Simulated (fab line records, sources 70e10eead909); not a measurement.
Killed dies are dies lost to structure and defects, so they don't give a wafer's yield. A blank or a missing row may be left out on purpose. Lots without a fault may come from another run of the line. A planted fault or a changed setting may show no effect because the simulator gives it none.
fab line records | flow nand_harc
record lots=11 wafers=33 last_day=33
route steps=1302 shown A_CHANNEL_HOLE_D2@589 END@1302
lots that met no fault: from a run of the same line without faults
start_h: hours from the record's first day to the start of the lot's first wafer shown | wait_h: hours since the lot's step before | " the same as in the row above | L1.1+2: a row that stands for several wafers | - no value, or no start given | * or withheld: withheld | < > ~ a bound
route shown NAME@n: a module of which the file shows steps, and the number in the route of the first | usual: mean/standard deviation of fault-free wafers | same: alike in all rows | chamber/n: place in a boat | sites: the reading at each site | _std_site: their standard deviation | _edge_site: outer sites' mean less inner sites' | radius_mm: how far each site lies from the wafer's centre | mask NAME#n: copy n | behind: the tool/chamber that last shaped the wafer | hold: why the lot was held/for how many hours/how that ended | device: the transistor (n, p or np) that didn't switch | end of line: the same wafers' tests at the end of the route | a step without rows: its recipe alone | killed: dies lost to structure and defects at the first sort, not the wafer's yield | map: a wafer's dies, x killed, . not, _ none there
set.NAME: the setting as run; set.NAME@STEP: as run at that earlier step | model.NAME: the simulator's own value behind a step, which no gauge read
steps of the route over a sample of lots; a table a step, a row a wafer
services: from which hour (start_h, from the record's first day; less than 0 if before it) a tool's chamber was out of use, for how many hours, and why
## steps
# step NHARC_A_CHANNEL_HOLE_D2_ETCH_16
# recipe target_depth_a=31000 over_etch_frac=0.3 time_s=806 ion_energy_ev=150 o2_flow_sccm=400 cos_flow_sccm=20 ar_flow_sccm=0 rf_w=500 bias_w=300 chemistry=O2/COS
# usual drypump_motor_current_A=5.6/0.48 oes_product_au=1.000/0.0067 rf_fwd_power_W=499.7/1.7 rf_vpp_V=314.1/1.7 showerhead_plenum_p_Torr=3.12/0.1 throttle_valve_pct=28.330/0.0086
# columns lot.wafer tool chamber start_h wait_h drypump_motor_current_A oes_product_au rf_fwd_power_W rf_hours_counter_h rf_vpp_V showerhead_plenum_p_Torr throttle_valve_pct
L795.3 rie_diel-11 0 300.37 - 6.5 0.994 499.6 2.5 315.9 3.19 28.327
L795.1 " 2 " " 5.4 0.988 499.2 2.4 311.5 2.93 28.326
L795.6 " 1 " " 5.3 0.994 502.5 - 312.2 3.01 28.336
L796.2 rie_diel-04 2 314.94 - 5.4 0.996 501.0 6.8 314.6 3.14 28.326
L796.3 " 0 " " 5.8 0.997 500.5 8.8 315.0 3.10 28.334
L796.4 " 1 " " 5.9 0.993 498.4 8.1 316.5 3.23 28.325
L799.2 rie_diel-04 0 339.19 - 5.8 1.010 497.4 9.7 313.3 3.09 28.324
L799.6 " 0 " " 5.8 1.004 498.6 - 314.0 3.10 28.341
L799.5 " 1 " " 5.8 0.990 496.4 - 317.2 3.23 28.333
L806.1 rie_diel-04 2 404.42 - 5.4 0.993 502.8 3.3 314.5 3.14 28.334
L806.2 " 3 " " 5.5 0.995 498.9 2.5 315.1 3.21 28.321
L806.3 " 0 " " 5.8 0.999 499.1 2.3 314.3 3.09 28.325
L807.4 rie_diel-04 1 420.27 - 5.8 1.001 498.3 5.2 314.7 3.23 28.322
L807.6 " 0 " " 5.8 0.994 502.5 - 314.9 3.09 28.322
L807.5 " 1 " " 5.8 0.991 500.9 - 315.9 3.23 28.322
L808.3 rie_diel-11 0 442.27 - 6.5 1.004 497.2 0.3 315.3 3.19 28.347
L808.4 " 1 " " 5.3 0.995 501.1 0.3 312.7 3.00 28.328
L808.1 " 2 " " 5.4 1.011 501.0 0.3 310.5 2.92 28.334
L812.2 rie_diel-11 1 477.31 - 5.3 1.001 499.1 2.4 311.5 3.00 28.334
L812.4 " 2 " " 5.4 0.991 497.1 2.1 311.8 2.92 28.330
L812.1 " 3 " " 4.9 0.993 498.0 2.1 315.3 3.14 28.328
L814.4 rie_diel-11 1 497.05 - 5.3 0.997 501.9 3.5 313.5 3.00 28.335
L814.1 " 3 " " 4.9 1.002 501.5 2.9 314.3 3.14 28.325
L814.6 " 0 " " 6.6 1.003 497.5 - 316.6 3.18 28.330
L815.1 rie_diel-04 2 498.12 - 5.4 0.998 500.0 9.2 314.8 3.13 28.315
L815.2 " 0 " " 5.8 1.005 499.9 10.7 314.2 3.09 28.338
L815.5 " 3 " " 5.4 0.997 499.9 - 316.0 3.21 28.323
L813.1 rie_diel-11 2 499.11 - 5.4 0.995 501.4 3.4 311.6 2.92 28.321
L813.6 " 0 " " 6.5 0.999 501.2 - 313.6 3.18 28.343
L813.5 " 1 " " 5.3 1.003 499.4 - 312.9 3.00 28.332
L816.3 rie_diel-07 3 502.92 - 5.1 0.993 500.4 1.1 314.9 3.23 28.336
L816.1 " 0 " " 5.6 1.005 499.0 1.1 316.2 3.20 28.328
L816.6 " 1 " " 5.4 1.002 498.7 - 311.5 2.98 28.325
# step NHARC_A_CHANNEL_HOLE_D2_ETCH_21
# recipe bias_v=3000 source_w=withheld pressure_mtorr=20 time_s=514.3 ar_flow_sccm=375 c4f8_flow_sccm=89.3 o2_flow_sccm=35.7 temp_c=-20 target_depth_a=16000 chemistry=C4F8/O2/Ar
# usual drypump_motor_current_A=5.7/0.67 showerhead_plenum_p_Torr=3.72/0.12 throttle_valve_pct=32.156/0.0091
# columns lot.wafer tool chamber start_h wait_h drypump_motor_current_A rf_hours_counter_h showerhead_plenum_p_Torr throttle_valve_pct
L795.1 har_etch-02 0 302.40 0.3 6.7 368 3.44 32.159
L795.3 " 1 " " 6.1 - 3.74 32.155
L795.6 " 1 " " 6.1 - 3.74 32.163
L796.2 har_etch-01 0 316.10 0.3 4.9 164 3.69 32.153
L796.4 " 1 " " 5.4 - 3.84 32.176
L796.3 " 0 " " 4.9 - 3.69 32.169
L799.2 har_etch-02 1 340.33 0.3 6.1 383 3.72 32.156
L799.5 " 0 " " 6.7 - 3.43 32.163
L799.6 " 1 " " 6.1 - 3.72 32.176
L806.1 har_etch-01 1 405.50 0.3 5.4 218 3.81 32.161
L806.2 " 0 " " 4.9 218 3.66 32.141
L806.3 " 1 " " 5.3 - 3.81 32.167
L807.4 har_etch-01 0 421.44 0.3 4.9 - 3.65 32.158
L807.6 " 0 " " 4.9 - 3.65 32.155
L807.5 " 1 " " 5.3 - 3.80 32.157
L808.1 har_etch-01 1 443.62 0.3 5.4 240 3.80 32.157
L808.3 " 0 " " 4.9 - 3.65 32.165
L808.4 " 1 " " 5.3 - 3.80 32.145
L812.1 har_etch-01 1 478.34 0.3 5.3 260 3.79 32.166
L812.2 " 0 " " 4.9 260 3.64 32.156
L812.4 " 1 " " 5.3 - 3.79 32.175
L814.1 har_etch-01 1 498.14 0.3 5.4 271 3.78 32.151
L814.4 " 1 " " 5.4 - 3.78 32.148
L814.6 " 0 " " 4.9 - 3.63 32.140
L815.1 har_etch-02 0 499.20 0.3 6.7 61 3.90 32.163
L815.2 " 1 " " 6.1 61 3.67 32.160
L815.5 " 0 " " 6.7 - 3.90 32.145
L813.1 har_etch-01 0 502.24 0.3 5.0 275 3.63 32.167
L813.5 " 0 " " 4.9 - 3.63 32.155
L813.6 " 1 " " 5.4 - 3.78 32.154
L816.1 har_etch-02 0 504.18 0.3 6.7 65 3.90 32.142
L816.3 " 0 " " 6.7 - 3.90 32.148
L816.6 " 1 " " 6.1 - 3.67 32.161
# step NHARC_A_CHANNEL_HOLE_D2_ETCH_25
# recipe bias_v=5000 source_w=withheld pressure_mtorr=20 time_s=1040.2 ar_flow_sccm=375 c4f8_flow_sccm=93.8 o2_flow_sccm=31.2 temp_c=-20 target_depth_a=15000 chemistry=C4F8/O2/Ar
# usual drypump_motor_current_A=5.7/0.67 showerhead_plenum_p_Torr=3.72/0.12 throttle_valve_pct=32.236/0.0092
# columns lot.wafer tool chamber start_h wait_h drypump_motor_current_A rf_hours_counter_h showerhead_plenum_p_Torr throttle_valve_pct
L795.1 har_etch-02 0 304.89 0.6 6.7 370 3.44 32.225
L795.3 " 1 " " 6.1 - 3.73 32.239
L795.6 " 1 " " 6.1 - 3.73 32.232
L796.2 har_etch-01 0 318.66 0.7 4.9 167 3.68 32.236
L796.4 " 1 " " 5.4 - 3.83 32.234
L796.3 " 0 " " 4.9 - 3.68 32.242
L799.2 har_etch-02 1 342.89 0.7 6.1 385 3.71 32.231
L799.5 " 0 " " 6.7 - 3.43 32.247
L799.6 " 1 " " 6.1 - 3.71 32.232
L806.1 har_etch-01 1 407.98 0.6 5.4 220 3.80 32.253
L806.2 " 0 " " 4.9 220 3.65 32.233
L806.3 " 1 " " 5.4 - 3.80 32.221
L807.4 har_etch-01 0 424.04 0.7 4.9 - 3.65 32.243
L807.6 " 0 " " 4.9 - 3.65 32.247
L807.5 " 1 " " 5.3 - 3.80 32.245
L808.1 har_etch-01 1 446.16 0.7 5.4 243 3.79 32.221
L808.3 " 0 " " 4.9 - 3.64 32.222
L808.4 " 1 " " 5.4 - 3.79 32.233
L812.1 har_etch-01 1 480.84 0.6 5.4 262 3.78 32.236
L812.2 " 0 " " 4.9 262 3.63 32.226
L812.4 " 1 " " 5.4 - 3.78 32.219
L814.1 har_etch-01 1 500.70 0.7 5.4 274 3.77 32.243
L814.4 " 1 " " 5.4 - 3.77 32.236
L814.6 " 0 " " 5.0 - 3.62 32.232
L815.1 har_etch-02 0 501.67 0.6 6.7 64 3.89 32.228
L815.2 " 1 " " 6.1 64 3.67 32.229
L815.5 " 0 " " 6.7 - 3.89 32.240
L813.1 har_etch-01 0 504.71 0.6 4.9 278 3.62 32.234
L813.5 " 0 " " 4.9 - 3.62 32.248
L813.6 " 1 " " 5.3 - 3.77 32.245
L816.1 har_etch-02 0 506.71 0.7 6.7 68 3.89 32.231
L816.3 " 0 " " 6.7 - 3.89 32.251
L816.6 " 1 " " 6.1 - 3.66 32.236
# step NHARC_A_CHANNEL_HOLE_D2_CD_MEAS_31
# usual cd_nm=90.2/0.97
# columns lot.wafer tool chamber start_h wait_h cd_nm
L795.1 cd_sem-03 - 307.51 - 88.2
L795.3 " - " " 89.5
L795.6 " - " " 90.4
L796.2 cd_sem-03 - 321.15 - 90.2
L796.3 " - " " 89.3
L796.4 " - " " 88.8
L799.2 cd_sem-02 - 345.52 - 90.0
L799.5 " - " " 88.9
L799.6 " - " " 90.8
L806.1 cd_sem-01 - 411.01 - 90.9
L806.2 " - " " 89.6
L806.3 " - " " 91.8
L807.4 cd_sem-02 - 426.38 - 90.8
L807.5 " - " " 90.8
L807.6 " - " " 91.3
L808.1 cd_sem-03 - 448.65 - 89.9
L808.3 " - " " 89.6
L808.4 " - " " 90.7
L812.1 cd_sem-03 - 483.46 - 88.7
L812.2 " - " " 89.9
L812.4 " - " " 87.9
L814.1 cd_sem-03 - 503.17 - 91.1
L814.4 " - " " 88.6
L814.6 " - " " 90.5
L815.1 cd_sem-03 - 504.32 - 89.6
L815.2 " - " " 88.9
L815.5 " - " " 89.4
L813.1 cd_sem-03 - 507.49 - 91.1
L813.5 " - " " 89.4
L813.6 " - " " 90.0
L816.1 cd_sem-03 - 509.18 - 89.0
L816.3 " - " " 88.3
L816.6 " - " " 89.7
# step NHARC_A_CHANNEL_HOLE_D2_INSPECT_40
# usual raw_defect_count=288/91
# columns lot.wafer tool chamber start_h wait_h raw_defect_count
L795.1 defect_inspect-02 - 307.70 - 218
L795.3 " - " " 245
L795.6 " - " " 233
L796.2 defect_inspect-01 - 321.33 - 342
L796.3 " - " " 552
L796.4 " - " " 293
L799.2 defect_inspect-02 - 345.70 - 262
L799.5 " - " " 267
L799.6 " - " " 291
L806.1 defect_inspect-02 - 411.20 - 1010
L806.2 " - " " 1112
L806.3 " - " " 1056
L807.4 defect_inspect-01 - 426.56 - 1178
L807.5 " - " " 1189
L807.6 " - " " 1299
L808.1 defect_inspect-02 - 448.83 - 327
L808.3 " - " " 355
L808.4 " - " " 276
L812.1 defect_inspect-02 - 483.65 - 259
L812.2 " - " " 378
L812.4 " - " " 316
L814.1 defect_inspect-02 - 503.35 - 197
L814.4 " - " " 219
L814.6 " - " " 200
L815.1 defect_inspect-01 - 504.51 - 244
L815.2 " - " " 230
L815.5 " - " " 249
L813.1 defect_inspect-02 - 507.67 - 401
L813.5 " - " " 390
L813.6 " - " " 265
L816.1 defect_inspect-01 - 509.37 - 329
L816.3 " - " " 224
L816.6 " - " " 278
# step NHARC_END_SORT_01
# recipe temp_c=25
# usual killed_at_array=46/15 killed_at_other=0.8/1.1 killed_at_periphery=4.0/2.9 killed_dies=50/15 killed_open=3.2/1.8 killed_short=2.3/1.6
# same gross_dies=677
# columns lot.wafer tool chamber start_h wait_h killed_at_array killed_at_other killed_at_periphery killed_dies killed_open killed_short
L806.1 prober-01 0 675.27 2.5 119 0 1 120 2 0
L806.2 prober-01 0 676.07 2.8 106 0 1 107 6 1
L806.3 prober-01 0 676.86 3.1 101 0 1 102 2 1
L807.4 prober-01 0 693.37 3.4 107 0 5 112 4 1
L807.5 prober-01 0 694.18 3.7 119 1 5 125 3 5
L807.6 prober-01 0 695.00 4.1 105 0 2 107 5 1
# killed by level:class
L806.1 A_CHANNEL_HOLE_D2:unspecified=94 A_CHANNEL_HOLE_D2:chamber_film_flake=10 A_CONTACT:chamber_film_flake=3 A_CHANNEL_HOLE_D1:chamber_film_flake=2 A_CHANNEL_FILL_D1:chamber_film_flake=2 A_ONON_D1:geometric_particle:open=1 A_SLIT:geometric_particle:open=1 P_M0:chamber_film_flake=1
L806.2 A_CHANNEL_HOLE_D2:unspecified=62 A_CHANNEL_HOLE_D2:chamber_film_flake=17 A_BLC:chamber_film_flake=8 A_CHANNEL_HOLE_D1:chamber_film_flake=5 A_SLIT:chamber_film_flake=3 A_CONTACT:chamber_film_flake=3 A_ONON_D1:geometric_particle:open=2 A_SGD_CUT:geometric_particle:open=2
L806.3 A_CHANNEL_HOLE_D2:unspecified=63 A_CHANNEL_HOLE_D2:chamber_film_flake=11 A_CONTACT:chamber_film_flake=6 A_BLC:chamber_film_flake=6 A_CHANNEL_HOLE_D1:chamber_film_flake=5 A_DECK1_JOINT:chamber_film_flake=3 A_STAIRCASE:chamber_film_flake=2 A_SLIT:chamber_film_flake=2
L807.4 A_CHANNEL_HOLE_D2:unspecified=80 A_CHANNEL_HOLE_D1:chamber_film_flake=13 A_CHANNEL_HOLE_D2:chamber_film_flake=9 P_GATE:chamber_film_flake=2 P_BONDPAD:chamber_film_flake=2 P_M1:geometric_particle:open=1 A_CHANNEL_FILL_D1:geometric_particle:short=1 A_STAIRCASE:geometric_particle:open=1
L807.5 A_CHANNEL_HOLE_D2:unspecified=75 A_CHANNEL_HOLE_D1:chamber_film_flake=27 A_CHANNEL_HOLE_D2:chamber_film_flake=6 P_M0:chamber_film_flake=3 A_SLIT:chamber_film_flake=2 A_SOURCE_PLATE:geometric_particle:short=1 A_CHANNEL_FILL_D1:geometric_particle:open=1 A_DECK1_JOINT:geometric_particle:open=1
L807.6 A_CHANNEL_HOLE_D2:unspecified=66 A_CHANNEL_HOLE_D1:chamber_film_flake=19 A_CHANNEL_HOLE_D2:chamber_film_flake=12 A_BLC:geometric_particle:open=2 A_CHANNEL_FILL_D1:geometric_particle:open=1 A_CHANNEL_FILL_D1:geometric_particle:short=1 A_ONON_D2:geometric_particle:open=1 A_M0:geometric_particle:open=1
## services
# columns tool chamber start_h hours kind
rie_diel-04 0 284.99 1.9 repair
rie_diel-07 - 294.21 9.0 pm
rie_diel-04 - 294.96 0.3 repair
rie_diel-11 0 309.50 2.3 repair
har_etch-02 0 315.83 - consumable_replace:focus_ring
har_etch-02 0 315.83 17.0 scheduled_down
har_etch-02 0 315.83 17.0 vent_cycle
rie_diel-07 1 335.23 119.6 repair
rie_diel-11 0 337.63 4.3 repair
har_etch-01 - 337.73 0.1 repair
rie_diel-11 1 343.40 4.4 repair
rie_diel-04 - 354.98 9.0 pm
rie_diel-07 0 365.01 1.4 repair
har_etch-02 - 377.07 17.0 pm
har_etch-02 0 377.07 17.0 vent_cycle
har_etch-02 1 377.07 17.0 vent_cycle
rie_diel-11 2 390.12 9.7 repair
har_etch-02 0 394.07 - clean
har_etch-02 0 394.07 - consumable_replace:esc
har_etch-02 0 394.07 - consumable_replace:showerhead
har_etch-02 1 394.07 - clean
rie_diel-11 - 432.50 9.0 pm
rie_diel-07 - 471.21 9.0 pm
rie_diel-07 2 500.00 33.9 repair
## key
first_sign step=NHARC_A_CHANNEL_HOLE_D2_INSPECT_40 reading=raw_defect_count direction=up sigmas=9.4 usual=288 struck=1141
effect step=NHARC_END_SORT_01 reading=killed_at_array direction=up sigmas=4.2 usual=46 struck=110
more_kills_born_at NHARC_A_CHANNEL_HOLE_D2_ETCH_16@rie_diel-04=440
met_at NHARC_A_CHANNEL_HOLE_D2_ETCH_16
struck_lots L806,L807
tester_left_out L806,L807
not_acting_at NHARC_A_CHANNEL_HOLE_D2_ETCH_21,NHARC_A_CHANNEL_HOLE_D2_ETCH_25,NHARC_A_CHANNEL_HOLE_D2_CD_MEAS_31
onset_between 339.19 404.42
fault kind=chamber_particle_source tool=rie_diel-04 chamber=- onset_h=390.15 steps=NHARC_A_CHANNEL_HOLE_D2_ETCH_16 rate_per_visit_cm2=1.1334 end_h=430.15
# tester_left_out: of these lots the tester's yield and bins aren't shown, on N5 and GAA mostly nor the transistor test; their killed dies are dies lost to structure and defects alone, not to doping, threshold or leakage, so they don't give the yield
